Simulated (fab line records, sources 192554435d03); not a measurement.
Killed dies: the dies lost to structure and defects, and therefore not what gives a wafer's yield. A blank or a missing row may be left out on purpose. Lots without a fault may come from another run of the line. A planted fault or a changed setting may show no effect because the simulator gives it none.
8D (eight disciplines) problem report, filled in by code + flow n5-finfet + the parts of the form that need people (team, actions taken, sign-off) are left out

1. THE PROBLEM
thk-nm at N5_SD_EPI_N_EPI_MEAS_23 reads a mean of 68.0 nm on 6 wafers of 2 lots; wafers without a fault read 59.1 nm with a standard deviation of 1.2. That is +7.4 standard deviations from the usual mean.
Earliest sighting: wafer L432.2 on film-metro-02 at day 7 11:43. The record holds 27 wafers of 9 lots with a number at this step. Rule for "out" (also "out of limits"): further than 4 standard deviations from the usual mean. All remaining wafers that have a number are taken as sound.

2. WHAT IT IS, WHAT IT ISN'T
| question                    | is                           | is not                                                                    |
|-----------------------------|------------------------------|---------------------------------------------------------------------------|
| which readings at this step | thk-nm                       | -                                                                         |
| which lots                  | L432, L435                   | L421, L422, L423, L424, L426, L436, L438                                  |
| which wafers of those lots  | all that have a number       | -                                                                         |
| read on which gauges        | film-metro-01, film-metro-02 | -                                                                         |
| when                        | from day 7 11:43             | up to then (15 sound wafers); but 6 sound wafers of L436, L438 came after |

3. THE SUSPECTS, EACH WITH WHAT RULES IT OUT
Counting: any tool at a process step up to the reading is kept as a suspect provided that every lot that is out went through it and no sound lot did after the first of them.
- ruled out: the gauge at N5_SD_EPI_N_EPI_MEAS_23. 2 gauges (film-metro-01, film-metro-02) read the wafers that are out.
- rie-diel-03 at N5_SD_EPI_N_ETCH_45 (etches SiOCN in CH3F/O2, target depth 6 nm): kept. All lots that are out passed through it, beginning with L432 at day 7 08:50, and no sound lot followed; its final sound lot before that point was L422 at day 4 19:31.
- epi-rpcvd-02 at N5_SD_EPI_N_EPI_21 (deposits Si:P, time 690 s): kept. All lots that are out passed through it, beginning with L432 at day 7 10:16, and no sound lot followed; its final sound lot before that point was L426 at day 5 21:02. Out on those wafers are its own readings of chamber-pressure-Torr.
What counting leaves: rie-diel-03 at N5_SD_EPI_N_ETCH_45 and epi-rpcvd-02 at N5_SD_EPI_N_EPI_21.

4. THE CAUSE (what the simulator had put in)
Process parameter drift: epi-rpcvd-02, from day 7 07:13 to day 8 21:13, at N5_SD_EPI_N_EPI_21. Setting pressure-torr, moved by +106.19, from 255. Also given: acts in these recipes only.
This tool is one of the 2 suspects left after counting.

5. THE EFFECT CHAIN, in route order
Each row: a reading where the mean over the struck wafers with a number is more than 3 standard deviations away from the usual. Only readings whose record carries a usual standard deviation are examined. hours: median over the lots of the time between each lot's start at the first step of this table that gives one and its start at this step. sigmas: the change, counted in usual standard deviations.
| hours | step                        | reading               | usual        | on struck wafers | change | sigmas      |
|-------|-----------------------------|-----------------------|--------------|------------------|--------|-------------|
| 0     | N5_SD_EPI_N_EPI_21          | chamber-pressure-Torr | 255.1 Torr   | 361.7            | +106.6 | +99 or more |
| 1     | N5_SD_EPI_N_EPI_MEAS_23     | thk-nm                | 59.1 nm      | 68.0             | +8.9   | +7.4        |
| 7     | N5_SD_ACTIVATION_RS_MEAS_03 | RS_SD_N               | 21.89 ohm/sq | 18.55            | -3.34  | -12         |
| 133   | N5_BEOL_M4_RC_MEAS_101      | RS_SD_N               | 28.4 ohm/sq  | 24.0             | -4.4   | -11         |
It contains these process steps:
- N5_SD_EPI_N_EPI_21: deposits Si:P, time 690 s.

6. HOW IT WOULD HAVE BEEN CAUGHT EARLIER
In this record the first reading out of limits at a measuring or inspecting step was taken at day 7 11:43, 4 hours after the fault began at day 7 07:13.
The tool's own readings at N5_SD_EPI_N_EPI_21 were out on every struck wafer that the step has a row for (chamber-pressure-Torr): an alarm limit on them would have fired on the first of those.
Of the lots that are out (2), L435 began N5_SD_EPI_N_EPI_21 on epi-rpcvd-02 after day 7 11:43. Putting the tool on hold at that point would have spared it.
